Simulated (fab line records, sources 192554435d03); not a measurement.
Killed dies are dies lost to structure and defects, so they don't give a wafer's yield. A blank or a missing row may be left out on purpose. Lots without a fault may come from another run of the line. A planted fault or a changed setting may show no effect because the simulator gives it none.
Chamber matching | flow n5_finfet | N5_BEOL_M9_VIA_ETCH_34 on rie_diel-03: 4 sister chambers
The step etches SiCOH lowk in C4F6/O2, target depth 182.4 nm, time 68.4 s. 8 wafers are shown with their chamber, then 9 later ones without.

WAFERS WITH THEIR CHAMBER
wafer  | chamber | drypump_motor_current_A (A) | showerhead_plenum_p_Torr (Torr)
L076.6 | 2       | 6.0                         | 2.71
L079.1 | 0       | 5.7                         | 2.93
L079.5 | 3       | 5.9                         | 2.91
L080.5 | 1       | 4.9                         | 2.90
L080.6 | 2       | 6.0                         | 2.71
L083.1 | 3       | 5.9                         | 2.90
L083.4 | 0       | 5.8                         | 2.93
L083.5 | 1       | 4.9                         | 2.90

WAFERS WITHOUT THEIR CHAMBER
wafer  | drypump_motor_current_A (A) | showerhead_plenum_p_Torr (Torr)
L087.1 | 4.9                         | 2.90
L087.2 | 5.8                         | 2.90
L087.5 | 4.9                         | 2.90
L089.1 | 4.9                         | 2.89
L089.2 | 5.9                         | 2.90
L089.6 | 4.9                         | 2.89
L092.2 | 5.8                         | 2.92
L092.3 | 5.9                         | 2.90
L092.6 | 5.8                         | 2.92

WHICH CHAMBER EACH WENT THROUGH
wafer  | from the rows above     | in truth
L087.1 | 1                       | 1
L087.2 | 3                       | 3
L087.5 | 1                       | 1
L089.1 | 1                       | 1
L089.2 | 3                       | 3
L089.6 | 1                       | 1
L092.2 | can't be placed: 0 or 3 | 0
L092.3 | 3                       | 3
L092.6 | can't be placed: 0 or 3 | 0
Placed correctly: 7 of 9. Can't be placed from these rows: 2 (the true chamber is among the candidates in 2). Placed wrongly: 0.
How it was worked out, from the rows above alone: a wafer's distance from a chamber is the root of the sum, over the readings, of the square of ((its reading less the chamber's mean) divided by the reading's scatter). The wafer belongs to the nearest chamber; if the next one is less than 2 further off, it can't be placed. A chamber's mean is the mean of its shown wafers. The scatter: the root of (the sum of the squares of (reading less its chamber's mean) over the shown wafers, divided by (wafers less chambers)).
